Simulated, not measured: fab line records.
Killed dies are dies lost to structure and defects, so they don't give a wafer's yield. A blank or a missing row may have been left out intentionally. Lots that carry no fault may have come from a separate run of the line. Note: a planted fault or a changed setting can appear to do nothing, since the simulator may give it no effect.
The tool behind it: which one? -- flow n5Finfet -- Sampling: 22 lots, 66 wafers, 6 of 1938 route steps

== WHAT THE GAUGES SHOWED, per wafer ==
Not one reading of a measure or inspect step in the record can be checked against a usual standard deviation.

== WHICH TOOL RAN EACH LOT (tool, then ch and the chambers of the sampled wafers, then the start) ==
lot,N5_BEOL_M2_SPUTTER_88,N5_BEOL_M2_ANNEAL_89,N5_BEOL_M2_SPUTTER_96,N5_BEOL_M3_ETCH_63,N5_BEOL_M3_STRIP_66,N5_BEOL_M3_HM_OPEN_17
L074,"pvdSputter-01, day 6 21:33","pvdSputter-01, day 6 21:38","pvdSputter-01, day 6 22:26","rieDiel-03 ch 0,2,3, day 7 00:34","rieDiel-03 ch 0,2,3, day 7 00:43","rieMetal-01 ch 0,1, day 7 00:46"
L075,"pvdSputter-02, day 6 21:43","pvdSputter-02, day 6 21:47","pvdSputter-02, day 6 22:35","rieDiel-02 ch 0,3, day 7 04:14","rieDiel-02 ch 0,3, day 7 04:23","rieMetal-03 ch 0,1, day 7 04:25"
L076,"pvdSputter-01, day 7 01:44","pvdSputter-01, day 7 01:49","pvdSputter-01, day 7 02:37","rieDiel-02 ch 0,2,3, day 7 05:08","rieDiel-02 ch 0,2,3, day 7 05:18","rieMetal-02 ch 0,1, day 7 05:22"
L077,"pvdSputter-03, day 7 18:02","pvdSputter-03, day 7 18:07","pvdSputter-03, day 7 18:55","rieDiel-02 ch 0,2,3, day 7 21:26","rieDiel-02 ch 0,2,3, day 7 21:35","rieMetal-01 ch 0,1, day 7 21:40"
L079,"pvdSputter-02, day 8 00:34","pvdSputter-02, day 8 00:39","pvdSputter-02, day 8 01:27","rieDiel-03 ch 0,1,2, day 8 07:12","rieDiel-03 ch 0,1,2, day 8 07:22","rieMetal-03 ch 0,1, day 8 07:24"
L078,"pvdSputter-01, day 8 00:47","pvdSputter-01, day 8 00:52","pvdSputter-01, day 8 01:44","rieDiel-02 ch 0,3, day 8 07:29","rieDiel-02 ch 0,3, day 8 07:38","rieMetal-02 ch 0,1, day 8 07:40"
L080,"pvdSputter-03, day 8 21:02","pvdSputter-03, day 8 21:07","pvdSputter-03, day 8 21:55","rieDiel-02 ch 2,3, day 9 00:07","rieDiel-02 ch 2,3, day 9 00:16","rieMetal-01 ch 0,1, day 9 00:20"
L081,"pvdSputter-01, day 8 21:08","pvdSputter-01, day 8 21:13","pvdSputter-01, day 8 22:05","rieDiel-05 ch 0,2,3, day 9 00:21","rieDiel-05 ch 0,2,3, day 9 00:30","rieMetal-01 ch 0,1, day 9 00:32"
L083,"pvdSputter-02, day 9 01:04","pvdSputter-02, day 9 01:08","pvdSputter-02, day 9 01:56","rieDiel-03 ch 0,1,3, day 9 03:57","rieDiel-03 ch 0,1,3, day 9 04:06","rieMetal-02 ch 0,1, day 9 04:08"
L084,"pvdSputter-01, day 9 06:11","pvdSputter-01, day 9 06:16","pvdSputter-01, day 9 07:04","rieDiel-02 ch 0,2, day 9 09:11","rieDiel-02 ch 0,2, day 9 09:20","rieMetal-03 ch 0,1, day 9 09:25"
L085,"pvdSputter-01, day 9 09:28","pvdSputter-01, day 9 09:33","pvdSputter-01, day 9 10:21","rieDiel-05 ch 1,2, day 9 13:38","rieDiel-05 ch 1,2, day 9 13:48","rieMetal-03 ch 0,1, day 9 13:50"
L088,"pvdSputter-01, day 10 00:46","pvdSputter-01, day 10 00:51","pvdSputter-01, day 10 01:39","rieDiel-03 ch 0,2, day 10 04:35","rieDiel-03 ch 0,2, day 10 04:44","rieMetal-02 ch 1, day 10 04:48"
L086,"pvdSputter-03, day 10 06:08","pvdSputter-03, day 10 06:13","pvdSputter-03, day 10 07:01","rieDiel-03 ch 0,3, day 10 08:59","rieDiel-03 ch 0,3, day 10 09:09","rieMetal-02 ch 1, day 10 09:13"
L087,"pvdSputter-01, day 10 10:05","pvdSputter-01, day 10 10:10","pvdSputter-01, day 10 10:58","rieDiel-02 ch 0,1,3, day 10 14:53","rieDiel-02 ch 0,1,3, day 10 15:02","rieMetal-02 ch 0, day 10 15:04"
L089,"pvdSputter-01, day 10 19:14","pvdSputter-01, day 10 19:19","pvdSputter-01, day 10 20:07","rieDiel-02 ch 2,3, day 10 23:32","rieDiel-02 ch 2,3, day 10 23:41","rieMetal-03 ch 0,1, day 10 23:44"
L090,"pvdSputter-01, day 10 21:41","pvdSputter-01, day 10 21:46","pvdSputter-01, day 10 22:34","rieDiel-03 ch 1,2, day 11 02:21","rieDiel-03 ch 1,2, day 11 02:30","rieMetal-01 ch 0,1, day 11 02:35"
L092,"pvdSputter-02, day 11 03:23","pvdSputter-02, day 11 03:28","pvdSputter-02, day 11 04:16","rieDiel-02 ch 0,1,3, day 11 06:30","rieDiel-02 ch 0,1,3, day 11 06:40","rieMetal-01 ch 0,1, day 11 06:44"
L091,"pvdSputter-01, day 11 03:26","pvdSputter-01, day 11 03:31","pvdSputter-01, day 11 04:19","rieDiel-05 ch 1,3, day 11 06:47","rieDiel-05 ch 1,3, day 11 06:56","rieMetal-03 ch 0,1, day 11 06:59"
L095,"pvdSputter-02, day 11 16:58","pvdSputter-02, day 11 17:03","pvdSputter-02, day 11 17:51","rieDiel-05 ch 1,3, day 11 20:01","rieDiel-05 ch 1,3, day 11 20:10","rieMetal-01 ch 0, day 11 20:13"
L094,"pvdSputter-03, day 11 20:52","pvdSputter-03, day 11 20:56","pvdSputter-03, day 11 21:44","rieDiel-03 ch 0,3, day 11 23:56","rieDiel-03 ch 0,3, day 12 00:05","rieMetal-03 ch 0,1, day 12 00:08"
L096,"pvdSputter-01, day 12 13:00","pvdSputter-01, day 12 13:05","pvdSputter-01, day 12 13:53","rieDiel-03 ch 0,1,3, day 12 17:47","rieDiel-03 ch 0,1,3, day 12 17:57","rieMetal-02 ch 1, day 12 17:59"
L097,"pvdSputter-01, day 12 21:01","pvdSputter-01, day 12 21:05","pvdSputter-01, day 12 21:53","rieDiel-02 ch 0,2,3, day 13 03:07","rieDiel-02 ch 0,2,3, day 13 03:17","rieMetal-01 ch 0,1, day 13 03:20"
- N5_BEOL_M2_SPUTTER_88: material Cu, target thk 4.5 nm, time 8.29 s.
- N5_BEOL_M2_ANNEAL_89: time 240 s.
- N5_BEOL_M2_SPUTTER_96: material Cu, target thk 4.5 nm, time 8.29 s.
- N5_BEOL_M3_ETCH_63: etches SiARC in CF4, target depth 15.6 nm, time 26 s.
- N5_BEOL_M3_STRIP_66: strips in CF4.
- N5_BEOL_M3_HM_OPEN_17: chemistry Cl2/BCl3, target TiN, target depth 20 nm, overetch 6 nm.

== AS READ BY THE TOOLS THEMSELVES (means over the sampled wafers that have a number; for cases with no such wafer, the mark the record gives instead) ==
N5_BEOL_M2_SPUTTER_88. Usual: throttleValvePct at 30.0 %, with a standard deviation of 1.1.
lot,tool,throttleValvePct (%),flag
L074,pvdSputter-01,30.2,
L075,pvdSputter-02,28.2,
L076,pvdSputter-01,29.9,
L077,pvdSputter-03,29.5,
L079,pvdSputter-02,29.6,
L078,pvdSputter-01,30.2,
L080,pvdSputter-03,30.0,
L081,pvdSputter-01,29.7,
L083,pvdSputter-02,31.3,
L084,pvdSputter-01,30.2,
L085,pvdSputter-01,30.9,
L088,pvdSputter-01,30.5,
L086,pvdSputter-03,30.2,
L087,pvdSputter-01,30.2,
L089,pvdSputter-01,30.4,
L090,pvdSputter-01,30.4,
L092,pvdSputter-02,29.1,
L091,pvdSputter-01,30.5,
L095,pvdSputter-02,31.1,
L094,pvdSputter-03,29.5,
L096,pvdSputter-01,29.8,
L097,pvdSputter-01,29.2,

N5_BEOL_M2_ANNEAL_89. Usual: heaterPowerW at 807 W, with a standard deviation of 51.
lot,tool,heaterPowerW (W),flag
L074,pvdSputter-01,803,
L075,pvdSputter-02,834,
L076,pvdSputter-01,787,
L077,pvdSputter-03,851,
L079,pvdSputter-02,848,
L078,pvdSputter-01,771,
L080,pvdSputter-03,855,
L081,pvdSputter-01,828,
L083,pvdSputter-02,799,
L084,pvdSputter-01,750,
L085,pvdSputter-01,807,
L088,pvdSputter-01,769,
L086,pvdSputter-03,858,
L087,pvdSputter-01,817,
L089,pvdSputter-01,763,
L090,pvdSputter-01,766,
L092,pvdSputter-02,817,
L091,pvdSputter-01,767,
L095,pvdSputter-02,813,
L094,pvdSputter-03,847,
L096,pvdSputter-01,774,
L097,pvdSputter-01,788,

N5_BEOL_M2_SPUTTER_96. Usual: throttleValvePct at 29.9 %, with a standard deviation of 1.1.
lot,tool,throttleValvePct (%),flag
L074,pvdSputter-01,30.2,
L075,pvdSputter-02,28.4,
L076,pvdSputter-01,30.0,
L077,pvdSputter-03,29.4,
L079,pvdSputter-02,29.2,
L078,pvdSputter-01,30.4,
L080,pvdSputter-03,30.2,
L081,pvdSputter-01,29.7,
L083,pvdSputter-02,31.2,
L084,pvdSputter-01,30.3,
L085,pvdSputter-01,30.7,
L088,pvdSputter-01,30.5,
L086,pvdSputter-03,30.0,
L087,pvdSputter-01,30.3,
L089,pvdSputter-01,30.3,
L090,pvdSputter-01,30.4,
L092,pvdSputter-02,29.2,
L091,pvdSputter-01,30.5,
L095,pvdSputter-02,31.1,
L094,pvdSputter-03,29.4,
L096,pvdSputter-01,29.8,
L097,pvdSputter-01,29.1,

N5_BEOL_M3_ETCH_63. Usual: biasW 36.02 W, standard deviation 0.11; drypumpMotorCurrentA 5.7 A, standard deviation 0.55; etchRfOnTimeS 25.7 s, standard deviation 0.67; mfcArSccm 100.0 sccm, standard deviation 0.3; oesProductAu 0.68 a.u., standard deviation 0.06; rfFwdPowerW 532.3 W, standard deviation 2.2; rfVppV 184.0 V, standard deviation 0.96; showerheadPlenumPTorr 2.12 Torr, standard deviation 0.043; throttleValvePct 15.51 %, standard deviation 0.23.
lot,tool,biasW (W),drypumpMotorCurrentA (A),etchRfOnTimeS (s),mfcArSccm (sccm),oesProductAu (a.u.),rfFwdPowerW (W),rfVppV (V),showerheadPlenumPTorr (Torr),throttleValvePct (%),flag
L074,rieDiel-03,35.95,5.9,25.5,100.1,0.68,530.6,184.9,2.15,15.52,
L075,rieDiel-02,36.00,5.4,25.5,99.9,0.73,530.6,183.6,2.10,15.22,
L076,rieDiel-02,36.00,5.7,26.1,100.0,0.68,530.4,184.1,2.11,15.48,
L077,rieDiel-02,36.03,5.7,26.0,99.9,0.67,533.1,184.2,2.11,15.48,
L079,rieDiel-03,36.04,5.3,25.8,100.0,0.70,534.2,185.0,2.16,15.53,
L078,rieDiel-02,35.88,5.4,25.5,100.4,0.72,532.7,183.2,2.10,15.25,
L080,rieDiel-02,35.90,5.7,26.6,100.3,0.62,534.7,184.7,2.12,15.72,
L081,rieDiel-05,35.99,6.0,25.7,99.8,0.67,530.4,184.3,2.13,15.64,
L083,rieDiel-03,36.06,5.6,25.4,100.1,0.73,532.8,183.3,2.14,15.43,
L084,rieDiel-02,36.15,5.7,25.5,99.9,0.71,531.6,183.6,2.10,15.30,
L085,rieDiel-05,36.01,5.7,25.0,100.3,0.68,531.3,184.8,2.18,15.43,
L088,rieDiel-03,36.02,5.4,25.7,100.1,0.67,532.6,183.7,2.12,15.57,
L086,rieDiel-03,35.92,5.8,25.1,99.9,0.71,531.3,182.9,2.11,15.47,
L087,rieDiel-02,36.03,5.5,25.7,100.0,0.68,533.3,183.7,2.08,15.40,
L089,rieDiel-02,35.98,5.8,26.6,99.9,0.61,534.4,183.8,2.11,15.75,
L090,rieDiel-03,35.95,5.4,26.1,100.2,0.64,533.6,185.3,2.19,15.65,
L092,rieDiel-02,36.07,5.5,25.6,100.0,0.68,530.9,183.4,2.08,15.41,
L091,rieDiel-05,35.87,6.2,25.8,100.0,0.66,533.0,183.8,2.13,15.73,
L095,rieDiel-05,35.98,6.1,26.1,100.2,0.65,531.6,183.7,2.13,15.73,
L094,rieDiel-03,35.97,5.7,25.7,100.6,0.69,530.6,184.1,2.10,15.51,
L096,rieDiel-03,36.09,5.6,25.7,100.0,0.70,533.0,183.3,2.13,15.49,
L097,rieDiel-02,36.03,5.7,26.1,100.0,0.64,531.0,183.5,2.10,15.56,

N5_BEOL_M3_STRIP_66. Usual: biasPowerW 75.02 W (standard deviation 0.22); drypumpMotorCurrentA 5.7 A (standard deviation 0.54); oesProductAu 0.78 a.u. (standard deviation 0.059); rfFwdPowerW 292.5 W (standard deviation 0.88); rfVppV 270.9 V (standard deviation 1.2); showerheadPlenumPTorr 1.78 Torr (standard deviation 0.043); throttleValvePct 13.49 % (standard deviation 0.26).
lot,tool,biasPowerW (W),drypumpMotorCurrentA (A),oesProductAu (a.u.),rfFwdPowerW (W),rfVppV (V),showerheadPlenumPTorr (Torr),throttleValvePct (%),flag
L074,rieDiel-03,74.97,5.9,0.78,293.2,271.3,1.81,13.52,
L075,rieDiel-02,74.90,5.4,0.84,292.7,270.9,1.75,13.18,
L076,rieDiel-02,75.03,5.7,0.78,292.6,270.9,1.76,13.45,
L077,rieDiel-02,75.26,5.7,0.78,292.5,270.8,1.76,13.47,
L079,rieDiel-03,74.91,5.3,0.81,293.2,272.8,1.81,13.51,
L078,rieDiel-02,74.94,5.4,0.82,292.1,271.3,1.74,13.19,
L080,rieDiel-02,74.86,5.7,0.73,292.9,270.9,1.78,13.72,
L081,rieDiel-05,74.99,6.0,0.77,292.7,270.4,1.79,13.63,
L083,rieDiel-03,74.84,5.6,0.83,293.2,271.8,1.80,13.41,
L084,rieDiel-02,75.06,5.7,0.81,292.8,269.9,1.75,13.24,
L085,rieDiel-05,75.25,5.8,0.77,292.7,270.6,1.83,13.45,
L088,rieDiel-03,75.06,5.4,0.77,291.4,270.4,1.78,13.55,
L086,rieDiel-03,75.07,5.7,0.80,292.9,270.9,1.77,13.47,
L087,rieDiel-02,75.01,5.5,0.78,292.7,271.3,1.74,13.37,
L089,rieDiel-02,74.81,5.7,0.72,292.2,270.5,1.77,13.76,
L090,rieDiel-03,75.15,5.4,0.74,293.3,272.2,1.84,13.68,
L092,rieDiel-02,75.02,5.5,0.78,292.8,270.1,1.74,13.37,
L091,rieDiel-05,75.06,6.2,0.76,291.2,269.7,1.78,13.69,
L095,rieDiel-05,75.05,6.2,0.76,292.5,271.4,1.78,13.69,
L094,rieDiel-03,74.83,5.7,0.79,291.8,269.8,1.76,13.48,
L096,rieDiel-03,74.90,5.6,0.80,291.8,271.4,1.79,13.47,
L097,rieDiel-02,75.07,5.7,0.75,292.6,270.7,1.75,13.55,

N5_BEOL_M3_HM_OPEN_17. Usual: biasW 126.0 W, standard deviation 0.35; drypumpMotorCurrentA 5.6 A, standard deviation 0.36; mfcArSccm 25.00 sccm, standard deviation 0.073; oesProductAu 0.72 a.u., standard deviation 0.066; rfFwdPowerW 993.7 W, standard deviation 2.8; throttleValvePct 22.24 %, standard deviation 0.18.
lot,tool,biasW (W),drypumpMotorCurrentA (A),mfcArSccm (sccm),oesProductAu (a.u.),rfFwdPowerW (W),throttleValvePct (%),flag
L074,rieMetal-01,126.0,6.0,24.99,0.78,996.3,22.14,
L075,rieMetal-03,125.9,5.3,25.07,0.59,996.2,22.52,
L076,rieMetal-02,126.2,5.5,24.93,0.72,995.4,22.17,
L077,rieMetal-01,126.0,5.8,24.98,0.76,993.3,22.31,
L079,rieMetal-03,125.9,5.4,25.00,0.68,997.3,22.51,
L078,rieMetal-02,126.0,5.5,24.99,0.68,990.8,22.16,
L080,rieMetal-01,125.8,5.8,25.06,0.75,993.7,22.31,
L081,rieMetal-01,126.1,5.7,24.99,0.75,991.1,22.29,
L083,rieMetal-02,125.9,5.5,25.01,0.68,994.5,22.14,
L084,rieMetal-03,126.0,5.4,25.06,0.77,996.9,22.39,
L085,rieMetal-03,125.8,5.3,24.93,0.78,995.7,22.26,
L088,rieMetal-02,126.0,5.6,25.00,0.65,991.2,22.13,
L086,rieMetal-02,126.1,5.6,25.03,0.64,990.6,22.11,
L087,rieMetal-02,126.4,5.4,25.01,0.73,991.9,22.23,
L089,rieMetal-03,126.0,5.4,25.03,0.75,993.8,22.40,
L090,rieMetal-01,126.1,6.0,25.01,0.72,995.1,22.19,
L092,rieMetal-01,125.7,6.0,24.98,0.73,993.4,22.18,
L091,rieMetal-03,126.2,5.4,24.99,0.74,995.9,22.41,
L095,rieMetal-01,125.7,6.2,24.95,0.72,992.6,22.05,
L094,rieMetal-03,125.8,5.4,25.02,0.75,992.7,22.39,
L096,rieMetal-02,126.1,5.6,24.99,0.64,992.8,22.14,
L097,rieMetal-01,125.8,6.1,24.98,0.72,995.7,22.17,

== THE ANSWER, worked out from the rows above alone ==
Rule: a lot is off if the mean of its wafers that have a number lies more than 3 standard deviations from the usual mean. A lot without any number at a reading at which 4 lots or more have one is off too. Where the step has rows for the other lots, those lots are counted as sound. After the gauges, taken in route order, come the tools' own readings; for these a lot's mean is taken, as printed above. The first step at which some lot is off is used, and at that step the reading that is off furthest; a lot without a number counts as furthest.
No lot is off on any of the readings shown, so nothing can be concluded from this.

== WHAT THE SIMULATOR PUT IN ==
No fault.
